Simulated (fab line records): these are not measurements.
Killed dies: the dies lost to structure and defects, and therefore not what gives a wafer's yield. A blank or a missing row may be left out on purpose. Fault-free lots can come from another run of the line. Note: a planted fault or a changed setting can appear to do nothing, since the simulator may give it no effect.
Shared-tool check + flow nand harc + Sampled: 10 lots, 30 wafers

## REASON FOR OPENING
At NHARC_A_CHANNEL_HOLE_D2_CD_MEAS_31 the reading cd nm is flagged on 2 of 10 lots. Wafers without a fault read 90.1 nm, standard deviation 1.4.
Rule: a lot is flagged when every wafer of it that has a number lies more than 4 standard deviations from that mean, or none has a number. All remaining lots are regarded as sound.

| lot  | measured     | on        | cd nm (nm), wafer by wafer | flag    |
|------|--------------|-----------|----------------------------|---------|
| L106 | day 14 20:40 | cd sem-03 | 90.6 88.8 88.4             |         |
| L107 | day 15 16:15 | cd sem-01 | 0.9 0.9 1.3                | FLAGGED |
| L109 | day 16 04:47 | cd sem-03 | 0.0 0.5 0.1                | FLAGGED |
| L117 | day 19 11:52 | cd sem-02 | 89.4 88.8 90.3             |         |
| L120 | day 20 21:46 | cd sem-02 | 89.9 89.9 88.9             |         |
| L121 | day 21 08:08 | cd sem-02 | 87.8 89.3 89.9             |         |
| L123 | day 21 16:29 | cd sem-01 | 88.6 91.2 89.0             |         |
| L122 | day 21 16:44 | cd sem-01 | 90.7 90.5 90.4             |         |
| L124 | day 22 06:43 | cd sem-02 | 90.3 88.0 89.8             |         |
| L125 | day 23 03:13 | cd sem-03 | 89.6 91.6 90.1             |         |
The numbers of the flagged lots are 0.6 nm on average: -89.5 nm against the usual, or -64 standard deviations.

## TOOL THAT RAN EACH LOT
Before the reading, the record contains 3 process steps out of a 1302-step route. Cell contents, in order: the tool; ch with the chambers the sampled wafers went through; the start.
| lot  | flag    | NHARC_A_CHANNEL_HOLE_D2_ETCH_16               | NHARC_A_CHANNEL_HOLE_D2_ETCH_25  | NHARC_A_CHANNEL_HOLE_D2_STRIP_28              |
|------|---------|-----------------------------------------------|----------------------------------|-----------------------------------------------|
| L106 |         | rie diel-06 ch 0,1,3, day 14 18:19 or earlier | har etch-02 ch 0,1, day 14 18:19 | rie diel-03 ch 0,1,3, day 14 20:40 or earlier |
| L107 | FLAGGED | rie diel-08 ch 0,1,3, day 15 13:47 or earlier | har etch-01 ch 0,1, day 15 13:47 | rie diel-08 ch 0,2, day 15 16:15 or earlier   |
| L109 | FLAGGED | rie diel-08 ch 0,1,2, day 16 02:18 or earlier | har etch-02 ch 0,1, day 16 02:18 | rie diel-08 ch 1,2,3, day 16 04:47 or earlier |
| L117 |         | rie diel-08 ch 0,2,3, day 19 09:23 or earlier | har etch-01 ch 0,1, day 19 09:23 | rie diel-03 ch 2,3, day 19 11:52 or earlier   |
| L120 |         | rie diel-03 ch 0,3, day 20 19:08 or earlier   | har etch-01 ch 0,1, day 20 19:08 | rie diel-03 ch 1,2,3, day 20 21:46 or earlier |
| L121 |         | rie diel-08 ch 0,1,3, day 21 05:40 or earlier | har etch-01 ch 0,1, day 21 05:40 | rie diel-08 ch 0,2,3, day 21 08:08 or earlier |
| L123 |         | rie diel-08 ch 0,1,2, day 21 14:09 or earlier | har etch-01 ch 0,1, day 21 14:09 | rie diel-03 ch 0,2, day 21 16:29 or earlier   |
| L122 |         | rie diel-03 ch 0,1,2, day 21 14:16 or earlier | har etch-02 ch 0,1, day 21 14:16 | rie diel-08 ch 0,2,3, day 21 16:44 or earlier |
| L124 |         | rie diel-08 ch 1,3, day 22 04:14 or earlier   | har etch-02 ch 0, day 22 04:14   | rie diel-08 ch 0,1,2, day 22 06:43 or earlier |
| L125 |         | rie diel-08 ch 0,2,3, day 23 00:37 or earlier | har etch-02 ch 0,1, day 23 00:37 | rie diel-08 ch 1,2,3, day 23 03:13 or earlier |
These steps, and what they do:
- NHARC_A_CHANNEL_HOLE_D2_ETCH_16: etches the open film in O2/COS, target depth 3100 nm, time 806 s.
- NHARC_A_CHANNEL_HOLE_D2_ETCH_25: etches the open film in C4F8/O2/Ar, time 1040.2 s, target depth 1500 nm.
- NHARC_A_CHANNEL_HOLE_D2_STRIP_28: strips in O2.
- NHARC_A_CHANNEL_HOLE_D2_CD_MEAS_31

## FLAGGED AGAINST TOTAL, ONE TOOL AT A TIME (gauges that did the reading follow at the end)
| step                               | tool        | lots run | flagged | share of the flagged lots | sound lots run after its first flagged lot |
|------------------------------------|-------------|----------|---------|---------------------------|--------------------------------------------|
| NHARC_A_CHANNEL_HOLE_D2_ETCH_16    | rie diel-03 | 2        | 0       | none                      | -                                          |
| NHARC_A_CHANNEL_HOLE_D2_ETCH_16    | rie diel-06 | 1        | 0       | none                      | -                                          |
| NHARC_A_CHANNEL_HOLE_D2_ETCH_16    | rie diel-08 | 7        | 2       | all                       | 5 (L117,L121,L123,L124,L125)               |
| NHARC_A_CHANNEL_HOLE_D2_ETCH_25    | har etch-01 | 5        | 1       | some                      | 4 (L117,L120,L121,L123)                    |
| NHARC_A_CHANNEL_HOLE_D2_ETCH_25    | har etch-02 | 5        | 1       | some                      | 3 (L122,L124,L125)                         |
| NHARC_A_CHANNEL_HOLE_D2_STRIP_28   | rie diel-03 | 4        | 0       | none                      | -                                          |
| NHARC_A_CHANNEL_HOLE_D2_STRIP_28   | rie diel-08 | 6        | 2       | all                       | 4 (L121,L122,L124,L125)                    |
| NHARC_A_CHANNEL_HOLE_D2_CD_MEAS_31 | cd sem-01   | 3        | 1       | some                      | 2 (L123,L122)                              |
| NHARC_A_CHANNEL_HOLE_D2_CD_MEAS_31 | cd sem-02   | 4        | 0       | none                      | -                                          |
| NHARC_A_CHANNEL_HOLE_D2_CD_MEAS_31 | cd sem-03   | 3        | 1       | some                      | 1 (L125)                                   |
NHARC_A_CHANNEL_HOLE_D2_ETCH_16: start missing for some lots; hours and lot order therefore follow NHARC_A_CHANNEL_HOLE_D2_ETCH_25. NHARC_A_CHANNEL_HOLE_D2_STRIP_28: start missing for some lots; hours and lot order therefore follow NHARC_A_CHANNEL_HOLE_D2_CD_MEAS_31.

## WHAT THE TABLE ALLOWS
In 2 table rows, all flagged lots were run: rie diel-08 (NHARC_A_CHANNEL_HOLE_D2_ETCH_16), rie diel-08 (NHARC_A_CHANNEL_HOLE_D2_STRIP_28).
- rie diel-08 at NHARC_A_CHANNEL_HOLE_D2_ETCH_16: 2 of its 7 lots flagged. Lots that were sound ran on it after the first flagged one (L117, L121, L123, L124, L125); a persistent fault on the entire tool would not allow that.
- rie diel-08 at NHARC_A_CHANNEL_HOLE_D2_STRIP_28: 2 of its 6 lots flagged. Lots that were sound ran on it after the first flagged one (L121, L122, L124, L125); a persistent fault on the entire tool would not allow that.
Every row of the table either missed a flagged lot or ran a sound lot after the first.

## WHAT HAD BEEN PUT IN BY THE SIMULATOR
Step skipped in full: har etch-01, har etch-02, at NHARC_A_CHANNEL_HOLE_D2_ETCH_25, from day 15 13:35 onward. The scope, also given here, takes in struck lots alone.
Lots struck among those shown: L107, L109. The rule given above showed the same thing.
